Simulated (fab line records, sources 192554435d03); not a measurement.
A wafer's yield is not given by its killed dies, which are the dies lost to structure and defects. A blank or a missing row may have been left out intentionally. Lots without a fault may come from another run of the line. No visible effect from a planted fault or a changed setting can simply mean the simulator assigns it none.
The tool behind it: which one?	flow n5-finfet	Sampling: 10 lots, 28 wafers, 4 of 1938 route steps

## WHAT THE GAUGES SHOWED, per wafer
The record lacks any reading of a measuring or inspecting step that a usual standard deviation could be used to judge.

## TOOL THAT RAN EACH LOT (tool first, then ch and the chambers of the sampled wafers, then the start)
lot	N5_BEOL_M15_EXPOSE_25	N5_BEOL_M15_DESCUM_33	N5_BEOL_M15_ETCH_61	N5_BEOL_M15_STRIP_36
L577	krf-scanner-01 ch 0, day 11 10:22	rie-diel-01 ch 0,1, day 11 10:41	rie-diel-01 ch 0,1, day 11 10:44	rie-diel-03 ch 0,1, day 11 12:08
L579	krf-scanner-02 ch 0, day 12 21:52	rie-diel-02 ch 3, day 12 22:07	rie-diel-02 ch 3, day 12 22:10	rie-diel-01 ch 1,2, day 12 22:49
L583	krf-scanner-01 ch 0, day 13 17:53	rie-diel-01 ch 0,1,2, day 13 18:21	rie-diel-01 ch 0,1,2, day 13 18:23	rie-diel-02 ch 0,1,2, day 13 18:48
L584	krf-scanner-01 ch 0, day 14 03:29	rie-diel-03 ch 1,2, day 14 03:44	rie-diel-03 ch 1,2, day 14 03:46	rie-diel-01 ch 0,3, day 14 04:57
L587	krf-scanner-01 ch 0, day 14 12:29	rie-diel-03 ch 0,1,3, day 14 12:46	rie-diel-03 ch 0,1,3, day 14 12:48	rie-diel-03 ch 0,1,3, day 14 16:42
L588	krf-scanner-02 ch 0, day 14 19:13	rie-diel-01 ch 0,1,3, day 14 19:28	rie-diel-01 ch 0,1,3, day 14 19:30	rie-diel-01 ch 0,1, day 14 20:31
L590	krf-scanner-02 ch 0, day 14 23:20	rie-diel-01 ch 0,3, day 14 23:34	rie-diel-01 ch 0,3, day 14 23:37	rie-diel-02 ch 0,1,2, day 15 00:39
L592	krf-scanner-02 ch 0, day 15 10:08	rie-diel-02 ch 0,2, day 15 10:29	rie-diel-02 ch 0,2, day 15 10:31	rie-diel-03 ch 0,1,2, day 15 10:52
L596	krf-scanner-02 ch 0, day 16 13:57	rie-diel-02 ch 0,3, day 16 14:30	rie-diel-02 ch 0,3, day 16 14:32	rie-diel-03 ch 0,1,3, day 16 17:20
L598	krf-scanner-02 ch 0, day 17 00:37	rie-diel-03 ch 1,2, day 17 01:01	rie-diel-03 ch 1,2, day 17 01:04	rie-diel-03 ch 1,2, day 17 01:44
- N5_BEOL_M15_EXPOSE_25: exposes mask M15, target cd 400 nm.
- N5_BEOL_M15_DESCUM_33: chemistry O2, time 7.9 s.
- N5_BEOL_M15_ETCH_61: etches BARC in N2/H2, target depth 89 nm, overetch 26.7 nm, time 67.9 s.
- N5_BEOL_M15_STRIP_36: strips in O2.

## AS READ BY THE TOOLS THEMSELVES (means over the sampled wafers that have a number; for cases with no such wafer, the mark the record gives instead)
N5_BEOL_M15_EXPOSE_25.
lot	tool	exposure-dose-mJ-cm2	focus-offset-nm (nm)
L577	krf-scanner-01	35.46	0.3
L579	krf-scanner-02	35.51	0.0
L583	krf-scanner-01	35.47	0.6
L584	krf-scanner-01	34.79	0.3
L587	krf-scanner-01	34.86	-0.2
L588	krf-scanner-02	35.46	-0.6
L590	krf-scanner-02	35.47	0.4
L592	krf-scanner-02	35.47	0.6
L596	krf-scanner-02	35.51	0.0
L598	krf-scanner-02	35.49	0.1

N5_BEOL_M15_DESCUM_33.
lot	tool	drypump-motor-current-A (A)	oes-product-au (a.u.)	rf-vpp-V (V)	showerhead-plenum-p-Torr (Torr)	temp-c (C)	throttle-valve-pct (%)
L577	rie-diel-01	5.3	0.78	243.9	2.15	39.98	20.5
L579	rie-diel-02	5.8	0.68	243.0	2.07	39.90	21.1
L583	rie-diel-01	5.4	0.79	242.7	2.12	39.97	20.5
L584	rie-diel-03	5.9	0.70	242.6	2.08	39.95	20.8
L587	rie-diel-03	6.1	0.75	244.5	2.16	40.05	20.5
L588	rie-diel-01	5.7	0.83	242.1	2.09	40.07	20.2
L590	rie-diel-01	5.9	0.86	242.5	2.07	40.03	20.1
L592	rie-diel-02	5.9	0.81	244.2	2.16	40.10	20.4
L596	rie-diel-02	5.9	0.89	242.8	2.12	40.08	20.4
L598	rie-diel-03	6.1	0.69	242.2	2.07	39.91	20.8

N5_BEOL_M15_ETCH_61.
lot	tool	drypump-motor-current-A (A)	oes-product-au (a.u.)	rf-vpp-V (V)	showerhead-plenum-p-Torr (Torr)	throttle-valve-pct (%)
L577	rie-diel-01	5.3	0.67	523.8	2.59	17.8
L579	rie-diel-02	5.8	0.57	522.0	2.49	18.5
L583	rie-diel-01	5.4	0.68	524.4	2.56	18.0
L584	rie-diel-03	5.9	0.60	522.7	2.51	18.1
L587	rie-diel-03	6.1	0.65	524.6	2.59	17.9
L588	rie-diel-01	5.7	0.71	523.7	2.53	17.6
L590	rie-diel-01	5.9	0.73	524.9	2.53	17.6
L592	rie-diel-02	6.0	0.69	526.1	2.61	18.0
L596	rie-diel-02	5.8	0.74	524.4	2.56	17.9
L598	rie-diel-03	6.1	0.59	522.9	2.50	18.0

N5_BEOL_M15_STRIP_36.
lot	tool	drypump-motor-current-A (A)	oes-product-au (a.u.)	rf-vpp-V (V)	showerhead-plenum-p-Torr (Torr)	temp-c (C)	throttle-valve-pct (%)
L577	rie-diel-03	6.0	0.73	3.7	2.15	60.01	16.77
L579	rie-diel-01	5.6	0.83	3.6	2.09	60.03	16.64
L583	rie-diel-02	5.9	0.77	3.2	2.12	59.99	16.85
L584	rie-diel-01	5.9	0.88	3.3	2.08	59.88	16.39
L587	rie-diel-03	6.1	0.75	2.8	2.16	60.00	16.79
L588	rie-diel-01	5.5	0.80	3.3	2.11	60.00	16.56
L590	rie-diel-02	5.9	0.75	3.5	2.11	60.02	16.89
L592	rie-diel-03	6.1	0.71	3.5	2.11	59.94	16.85
L596	rie-diel-03	6.1	0.74	3.4	2.15	60.02	16.82
L598	rie-diel-03	6.1	0.68	3.0	2.08	60.19	16.98

## THE ANSWER, worked out from the rows above alone
Rule: the usual values come from the lots themselves. The widest of any qualifying gaps counts: lots, ordered by their means at a reading, are off when they make up no more than a third of the lots, leave a main group of 4 or more, and stand apart from it by 3 or more times the standard deviation of that group's means. If all means in a main group match to the digits the tables above print for the reading, that group is not used. Also off: a lot with no number at a reading for which 4 or more lots have one. Any other lot the step has rows for is counted as sound. After the gauges, taken in route order, come the tools' own readings; for these a lot's mean is taken, as printed above. The first step at which some lot is off is used, and at that step the reading that is off furthest; a lot without a number counts as furthest.
Off at N5_BEOL_M15_EXPOSE_25 (exposure-dose-mJ-cm2): L584, L587. For the main group the mean is 35.48 and the standard deviation 0.019.
If a tool, at that step or one of the process steps before it, ran each lot that is off and ran no sound lot following the first of them, it fits. One fits: krf-scanner-01 at N5_BEOL_M15_EXPOSE_25. A fault onset in the window from L583 (day 13 17:53, its last sound lot) to L584 (day 14 03:29, its first lot off) fits.
On the lots that are off, the tool's own readings at N5_BEOL_M15_EXPOSE_25 differ by more than 5 times the standard deviation of the sound lots' means, which bears it out; exposure-dose-mJ-cm2 reads 34.83 there versus 35.48 on the sound lots.

## WHAT WAS PUT IN BY THE SIMULATOR
Process parameter drift: krf-scanner-01, from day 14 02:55 on, at N5_BEOL_M15_EXPOSE_25. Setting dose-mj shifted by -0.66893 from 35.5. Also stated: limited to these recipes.
Struck lots among those shown: L584, L587. The rule above reached the same finding.
